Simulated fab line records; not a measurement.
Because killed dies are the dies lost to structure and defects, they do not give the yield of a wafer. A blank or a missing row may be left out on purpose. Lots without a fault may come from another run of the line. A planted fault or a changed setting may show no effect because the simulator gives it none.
Split-lot study / flow n5Finfet / 39 wafers read from 7 lots, route of 1938 steps

## THE SPLIT
At N5_SPACER0_ALD_08 (deposits SiNx, target thk 2 nm), the setting targetThkA was moved away from the recipe's 20 angstrom on 15 of the 39 wafers read, by -13.7% to +7.8%. For the rest of the wafers, this setting stayed at what the recipe calls for.

## FROM THE SPLIT TO THE READING: what the file shows between them, 11 steps
- N5_SD_EPI_N_EXPOSE_06: exposes mask SD N BLK, target cd 120 nm (also split here: doseMj)
- N5_SD_EPI_N_PEB_07: peb time 60 s
- N5_SD_EPI_N_DEVELOP_08: develop time 30 s
- N5_SD_EPI_N_CD_MEAS_09: target cd 120 nm
- N5_SD_EPI_N_DESCUM_14: chemistry O2, time 7.9 s
- N5_SD_EPI_N_ETCH_34: etches SiARC in CF4, target depth 45.5 nm, time 75.8 s
- N5_SD_EPI_N_ETCH_35: etches SOC in N2/H2, overetch 108 nm, time 486 s (also split here: sourceW)
- N5_SD_EPI_N_STRIP_36: strips in N2/H2
- N5_SD_EPI_N_ETCHBACK_44: etches SiNx in CH3F/O2, stops on SiO2, target depth 14.5 nm
- N5_SD_EPI_N_SD_RECESS_17: chemistry HBr/Cl2/O2, target depth 41 nm, time 23.7 s, bt time 3 s
- N5_SD_EPI_N_STRIP_38: strips in N2/H2

## THE READING
SiNx_of_SPACER0_ALD_08.thkNm (the simulator's own value, which no gauge read), in nm, at N5_SD_EPI_N_WET_ETCH_43 (etches SiO2 in dHF, time 14 s, target depth 1.5 nm). There is no usual value for it anywhere in the file. Average 1.6 nm, standard deviation 0.066 nm, over the 24 wafers here run with the recipe.

wafer=L075.1; tool, chamber at the split=aldSin-03, 1,3,3; targetThkA as run, angstrom=17.64; against the recipe=-11.8%; SiNx_of_SPACER0_ALD_08.thkNm, nm=1.2; against lot-mates on the recipe=-0.4
wafer=L075.3; tool, chamber at the split=aldSin-03, 1,3,3; targetThkA as run, angstrom=17.64; against the recipe=-11.8%; SiNx_of_SPACER0_ALD_08.thkNm, nm=1.2; against lot-mates on the recipe=-0.4
wafer=L075.5; tool, chamber at the split=aldSin-03, 1,3,3; targetThkA as run, angstrom=17.64; against the recipe=-11.8%; SiNx_of_SPACER0_ALD_08.thkNm, nm=1.2; against lot-mates on the recipe=-0.4
wafer=L075.2; tool, chamber at the split=aldSin-03, 2,0,0; targetThkA as run, angstrom=20; against the recipe=recipe; SiNx_of_SPACER0_ALD_08.thkNm, nm=1.6; against lot-mates on the recipe=-
wafer=L075.4; tool, chamber at the split=aldSin-03, 2,0,0; targetThkA as run, angstrom=20; against the recipe=recipe; SiNx_of_SPACER0_ALD_08.thkNm, nm=1.6; against lot-mates on the recipe=-
wafer=L075.6; tool, chamber at the split=aldSin-03, 2,0,0; targetThkA as run, angstrom=20; against the recipe=recipe; SiNx_of_SPACER0_ALD_08.thkNm, nm=1.6; against lot-mates on the recipe=-
wafer=L079.1; tool, chamber at the split=aldSin-03, 0,2,1; targetThkA as run, angstrom=20; against the recipe=recipe; SiNx_of_SPACER0_ALD_08.thkNm, nm=1.6; against lot-mates on the recipe=-
wafer=L079.3; tool, chamber at the split=aldSin-03, 0,2,1; targetThkA as run, angstrom=20; against the recipe=recipe; SiNx_of_SPACER0_ALD_08.thkNm, nm=1.6; against lot-mates on the recipe=-
wafer=L079.5; tool, chamber at the split=aldSin-03, 0,2,1; targetThkA as run, angstrom=20; against the recipe=recipe; SiNx_of_SPACER0_ALD_08.thkNm, nm=1.6; against lot-mates on the recipe=-
wafer=L079.2; tool, chamber at the split=aldSin-03, 3,1,0; targetThkA as run, angstrom=17.27; against the recipe=-13.7%; SiNx_of_SPACER0_ALD_08.thkNm, nm=1.2; against lot-mates on the recipe=-0.4
wafer=L079.4; tool, chamber at the split=aldSin-03, 3,1,0; targetThkA as run, angstrom=17.27; against the recipe=-13.7%; SiNx_of_SPACER0_ALD_08.thkNm, nm=1.2; against lot-mates on the recipe=-0.4
wafer=L079.6; tool, chamber at the split=aldSin-03, 3,1,0; targetThkA as run, angstrom=17.27; against the recipe=-13.7%; SiNx_of_SPACER0_ALD_08.thkNm, nm=1.2; against lot-mates on the recipe=-0.4
wafer=L081.1; tool, chamber at the split=aldSin-04, 2,1,3; targetThkA as run, angstrom=20; against the recipe=recipe; SiNx_of_SPACER0_ALD_08.thkNm, nm=1.6; against lot-mates on the recipe=-
wafer=L081.3; tool, chamber at the split=aldSin-04, 2,1,3; targetThkA as run, angstrom=20; against the recipe=recipe; SiNx_of_SPACER0_ALD_08.thkNm, nm=1.6; against lot-mates on the recipe=-
wafer=L081.4; tool, chamber at the split=aldSin-04, 2,1,3; targetThkA as run, angstrom=20; against the recipe=recipe; SiNx_of_SPACER0_ALD_08.thkNm, nm=1.6; against lot-mates on the recipe=-
wafer=L082.1; tool, chamber at the split=aldSin-03, 2,0,2; targetThkA as run, angstrom=18.17; against the recipe=-9.1%; SiNx_of_SPACER0_ALD_08.thkNm, nm=1.4; against lot-mates on the recipe=-0.2
wafer=L082.4; tool, chamber at the split=aldSin-03, 2,0,2; targetThkA as run, angstrom=18.17; against the recipe=-9.1%; SiNx_of_SPACER0_ALD_08.thkNm, nm=1.4; against lot-mates on the recipe=-0.2
wafer=L082.6; tool, chamber at the split=aldSin-03, 2,0,2; targetThkA as run, angstrom=18.17; against the recipe=-9.1%; SiNx_of_SPACER0_ALD_08.thkNm, nm=1.4; against lot-mates on the recipe=-0.2
wafer=L082.2; tool, chamber at the split=aldSin-03, 1,3,1; targetThkA as run, angstrom=20; against the recipe=recipe; SiNx_of_SPACER0_ALD_08.thkNm, nm=1.6; against lot-mates on the recipe=-
wafer=L082.3; tool, chamber at the split=aldSin-03, 1,3,1; targetThkA as run, angstrom=20; against the recipe=recipe; SiNx_of_SPACER0_ALD_08.thkNm, nm=1.6; against lot-mates on the recipe=-
wafer=L082.5; tool, chamber at the split=aldSin-03, 1,3,1; targetThkA as run, angstrom=20; against the recipe=recipe; SiNx_of_SPACER0_ALD_08.thkNm, nm=1.6; against lot-mates on the recipe=-
wafer=L089.1; tool, chamber at the split=aldSin-04, 3,1,2,0,3,2; targetThkA as run, angstrom=20; against the recipe=recipe; SiNx_of_SPACER0_ALD_08.thkNm, nm=1.6; against lot-mates on the recipe=-
wafer=L089.2; tool, chamber at the split=aldSin-04, 3,1,2,0,3,2; targetThkA as run, angstrom=20; against the recipe=recipe; SiNx_of_SPACER0_ALD_08.thkNm, nm=1.6; against lot-mates on the recipe=-
wafer=L089.3; tool, chamber at the split=aldSin-04, 3,1,2,0,3,2; targetThkA as run, angstrom=20; against the recipe=recipe; SiNx_of_SPACER0_ALD_08.thkNm, nm=1.6; against lot-mates on the recipe=-
wafer=L089.4; tool, chamber at the split=aldSin-04, 3,1,2,0,3,2; targetThkA as run, angstrom=20; against the recipe=recipe; SiNx_of_SPACER0_ALD_08.thkNm, nm=1.6; against lot-mates on the recipe=-
wafer=L089.5; tool, chamber at the split=aldSin-04, 3,1,2,0,3,2; targetThkA as run, angstrom=20; against the recipe=recipe; SiNx_of_SPACER0_ALD_08.thkNm, nm=1.6; against lot-mates on the recipe=-
wafer=L089.6; tool, chamber at the split=aldSin-04, 3,1,2,0,3,2; targetThkA as run, angstrom=20; against the recipe=recipe; SiNx_of_SPACER0_ALD_08.thkNm, nm=1.6; against lot-mates on the recipe=-
wafer=L093.1; tool, chamber at the split=aldSin-02, 0,0,3; targetThkA as run, angstrom=20; against the recipe=recipe; SiNx_of_SPACER0_ALD_08.thkNm, nm=1.4; against lot-mates on the recipe=-
wafer=L093.5; tool, chamber at the split=aldSin-02, 0,0,3; targetThkA as run, angstrom=20; against the recipe=recipe; SiNx_of_SPACER0_ALD_08.thkNm, nm=1.4; against lot-mates on the recipe=-
wafer=L093.2; tool, chamber at the split=aldSin-02, 1,2,3; targetThkA as run, angstrom=18.64; against the recipe=-6.8%; SiNx_of_SPACER0_ALD_08.thkNm, nm=1.4; against lot-mates on the recipe=-0.1
wafer=L093.3; tool, chamber at the split=aldSin-02, 1,2,3; targetThkA as run, angstrom=18.64; against the recipe=-6.8%; SiNx_of_SPACER0_ALD_08.thkNm, nm=1.4; against lot-mates on the recipe=-0.1
wafer=L093.4; tool, chamber at the split=aldSin-02, 1,2,3; targetThkA as run, angstrom=18.64; against the recipe=-6.8%; SiNx_of_SPACER0_ALD_08.thkNm, nm=1.4; against lot-mates on the recipe=-0.1
wafer=L093.6; tool, chamber at the split=aldSin-02, 0,0,3; targetThkA as run, angstrom=20; against the recipe=recipe; SiNx_of_SPACER0_ALD_08.thkNm, nm=1.6; against lot-mates on the recipe=-
wafer=L094.1; tool, chamber at the split=aldSin-02, 3,2,0; targetThkA as run, angstrom=21.55; against the recipe=+7.8%; SiNx_of_SPACER0_ALD_08.thkNm, nm=1.6; against lot-mates on the recipe=+0.1
wafer=L094.3; tool, chamber at the split=aldSin-02, 3,2,0; targetThkA as run, angstrom=21.55; against the recipe=+7.8%; SiNx_of_SPACER0_ALD_08.thkNm, nm=1.6; against lot-mates on the recipe=+0.1
wafer=L094.5; tool, chamber at the split=aldSin-02, 3,2,0; targetThkA as run, angstrom=21.55; against the recipe=+7.8%; SiNx_of_SPACER0_ALD_08.thkNm, nm=1.6; against lot-mates on the recipe=+0.1
wafer=L094.2; tool, chamber at the split=aldSin-02, 0,1,3; targetThkA as run, angstrom=20; against the recipe=recipe; SiNx_of_SPACER0_ALD_08.thkNm, nm=1.6; against lot-mates on the recipe=-
wafer=L094.6; tool, chamber at the split=aldSin-02, 0,1,3; targetThkA as run, angstrom=20; against the recipe=recipe; SiNx_of_SPACER0_ALD_08.thkNm, nm=1.6; against lot-mates on the recipe=-
wafer=L094.4; tool, chamber at the split=aldSin-02, 0,1,3; targetThkA as run, angstrom=20; against the recipe=recipe; SiNx_of_SPACER0_ALD_08.thkNm, nm=1.4; against lot-mates on the recipe=-
When a row names more than one chamber, that row covers several wafers, and the file does not tell which wafer ran in which chamber.

FIT RESULTS
A straight line over all 39 wafers: SiNx_of_SPACER0_ALD_08.thkNm changes by +0.0227 nm for each +1% of targetThkA; r = +0.88; the points scatter about the line by 0.074 nm.
The same after taking each lot's own level away (the mean of its wafers on the recipe; 39 wafers): +0.0243 nm for each +1%; r = +0.90; scatter 0.068 nm.
The reading moves by 0.33 nm for the largest change in targetThkA, on that fit.
Measured against the standard deviation above, the lots' own levels, which go from 1.47 to 1.60 nm, span 2.0 times it.
The two slopes agree, so the slope changes little with the lot-to-lot level.
Check: -0.338 nm against its lot-mates is what the line predicts for one of the wafers moved furthest among these (-13.7%) when that wafer is left out of the fit. Against them it came out at -0.4 nm.

## FURTHER SPLITS ON THESE WAFERS
These wafers also went through other splits before the reading. Each is held against what the fit with the lots' levels taken away leaves over:
other split on the same wafers=N5_DUMMY_GATE_CVD_03 targetThkA; wafers away from the commonest value=12; r with SiNx_of_SPACER0_ALD_08.thkNm (lot level and that fit taken away)=+0.17
other split on the same wafers=N5_DUMMY_GATE_ETCH_37 sourceW; wafers away from the commonest value=9; r with SiNx_of_SPACER0_ALD_08.thkNm (lot level and that fit taken away)=+0.04
other split on the same wafers=N5_SD_EPI_N_EXPOSE_06 doseMj; wafers away from the commonest value=15; r with SiNx_of_SPACER0_ALD_08.thkNm (lot level and that fit taken away)=+0.24
other split on the same wafers=N5_SD_EPI_N_ETCH_35 sourceW; wafers away from the commonest value=15; r with SiNx_of_SPACER0_ALD_08.thkNm (lot level and that fit taken away)=-0.12

## FILE'S OWN FIT
SiNx_of_SPACER0_ALD_08.thkNm changes by +0.0252 nm for each +1% of targetThkA, r = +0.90.
